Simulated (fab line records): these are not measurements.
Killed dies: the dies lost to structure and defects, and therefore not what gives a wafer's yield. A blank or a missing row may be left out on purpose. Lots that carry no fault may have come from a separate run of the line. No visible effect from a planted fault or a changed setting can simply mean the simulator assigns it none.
Chamber matching / flow n5Finfet / rieDiel-03 running N5_BEOL_M0_SAQP_STRIP_86: 4 sister chambers
The step strips in N2/H2. 4 wafers are shown with their chamber, then 9 later ones without.

WAFERS, EACH WITH ITS CHAMBER
wafer=L080.6; chamber=0; showerheadPlenumPTorr (Torr)=3.33
wafer=L089.1; chamber=1; showerheadPlenumPTorr (Torr)=3.09
wafer=L089.2; chamber=2; showerheadPlenumPTorr (Torr)=3.35
wafer=L089.5; chamber=3; showerheadPlenumPTorr (Torr)=3.32

WAFERS WHOSE CHAMBER IS MISSING
wafer=L090.1; showerheadPlenumPTorr (Torr)=3.32
wafer=L090.4; showerheadPlenumPTorr (Torr)=3.35
wafer=L090.5; showerheadPlenumPTorr (Torr)=3.32
wafer=L093.3; showerheadPlenumPTorr (Torr)=3.34
wafer=L093.5; showerheadPlenumPTorr (Torr)=3.09
wafer=L093.6; showerheadPlenumPTorr (Torr)=3.32
wafer=L096.1; showerheadPlenumPTorr (Torr)=3.09
wafer=L096.2; showerheadPlenumPTorr (Torr)=3.34
wafer=L096.3; showerheadPlenumPTorr (Torr)=3.32

THE CHAMBER EACH PASSED THROUGH
wafer=L090.1; from the rows above=3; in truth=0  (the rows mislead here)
wafer=L090.4; from the rows above=2; in truth=2
wafer=L090.5; from the rows above=3; in truth=3
wafer=L093.3; from the rows above=can't be placed: 0 or 2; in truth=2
wafer=L093.5; from the rows above=1; in truth=1
wafer=L093.6; from the rows above=3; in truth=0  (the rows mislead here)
wafer=L096.1; from the rows above=1; in truth=1
wafer=L096.2; from the rows above=can't be placed: 0 or 2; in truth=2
wafer=L096.3; from the rows above=3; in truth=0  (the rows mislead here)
4 of 9 placed correctly. Unplaceable from these rows: 2, with the true chamber sitting among the candidates in 2. 3 placed wrongly.
How it was worked out, from the rows above alone: a wafer's distance from a chamber is the root of the sum, over the readings, of the square of ((its reading less the chamber's mean) divided by the reading's scatter). The wafer belongs to the nearest chamber; if the next one is less than 2 further off, it can't be placed. A chamber's mean is the mean of its shown wafers. The scatter: with one shown wafer a chamber, the root of the mean of the squares of how far each hidden wafer lies from its nearest shown one.
